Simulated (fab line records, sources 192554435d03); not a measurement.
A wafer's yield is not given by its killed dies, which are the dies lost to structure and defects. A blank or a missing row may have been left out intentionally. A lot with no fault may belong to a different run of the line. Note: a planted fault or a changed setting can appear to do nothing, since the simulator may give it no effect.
Problem report in the 8D (eight disciplines) form, filled by code -- flow n5-finfet -- the parts of the form that need people (team, actions taken, sign-off) are left out

1. WHAT IS WRONG
Wafers without a fault read 63 s, standard deviation 3.3; time-to-endpoint-s at N5_BEOL_M7_CMP_52 reads a mean of 42 s on 3 wafers belonging to 3 lots. That is -6.3 standard deviations from the usual mean.
The step: polishes, stops on SiCOH lowk, t overpolish 6.9 s, target thk 80 nm.
Earliest sighting: wafer L898.3 on cmp-03 at day 16 14:17. The record holds 30 wafers of 11 lots with a number at this step. Rule for "out" (also "out of limits"): further than 4 standard deviations from the usual mean. All remaining wafers that have a number are taken as sound.

2. WHAT THIS IS AND IS NOT
question,is,is not
which readings at this step,time-to-endpoint-s,"motor-current-A, retaining-ring-pressure-frac"
which lots,"L895, L896, L898","L883, L884, L885, L888, L889, L901, L902, L904"
which wafers of those lots,"L895.5, L896.5, L898.3","L895.2, L896.2, L896.6, L898.4"
read on which tools,"cmp-01, cmp-03",cmp-02
when,from day 16 14:17,"up to then (15 sound wafers); but 12 sound wafers of L895, L896, L901, L902, L904 came after"

3. WHAT RULES OUT EACH SUSPECT
Counting: if a tool at a process step up to the reading ran every lot that is out, it stays a suspect. Sound lots after the first of them don't rule it out here, since some wafers of a struck lot are sound.
- ecd-cu-01 at N5_BEOL_M7_ECD_50 (material Cu, target thk 300 nm): kept. Ran every lot that is out, first one L898 (day 16 13:53); last sound lot up to then L888 (day 13 17:30).
The count leaves ecd-cu-01 at N5_BEOL_M7_ECD_50.

4. THE CAUSE (what the simulator had put in)
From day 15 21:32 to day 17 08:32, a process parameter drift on ecd-cu-01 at N5_BEOL_M7_ECD_50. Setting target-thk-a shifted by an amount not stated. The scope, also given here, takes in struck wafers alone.
The count eliminated every tool but this one.

5. THE CHAIN OF EFFECTS, in route order
Rows list readings where the struck wafers' mean (over those with a number) sits beyond 3 standard deviations from the usual. Only readings whose record carries a usual standard deviation are examined. hours: median over the lots of the time between each lot's start at the first step of this table that gives one and its start at this step. sigmas: the change, counted in usual standard deviations.
hours,step,reading,usual,on struck wafers,change,sigmas
0,N5_BEOL_M7_CMP_52,time-to-endpoint-s,63 s,42,-21,-6.3
The process steps in it:
- N5_BEOL_M7_CMP_52: polishes, stops on SiCOH lowk, t overpolish 6.9 s, target thk 80 nm.
At these later measuring or inspecting steps, every struck wafer for which the step has a row has a number for every such reading, and none has moved that far: N5_BEOL_M8_THK_MEAS_01.

6. HOW IT WOULD HAVE BEEN CAUGHT EARLIER
17 hours passed between the start of the fault at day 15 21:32 and the first reading out of limits in this record, taken at day 16 14:17.
L896, L895, from the lots that are out (3), started N5_BEOL_M7_ECD_50 on ecd-cu-01 later than day 16 14:17. A hold on the tool at that time would have spared those 2.
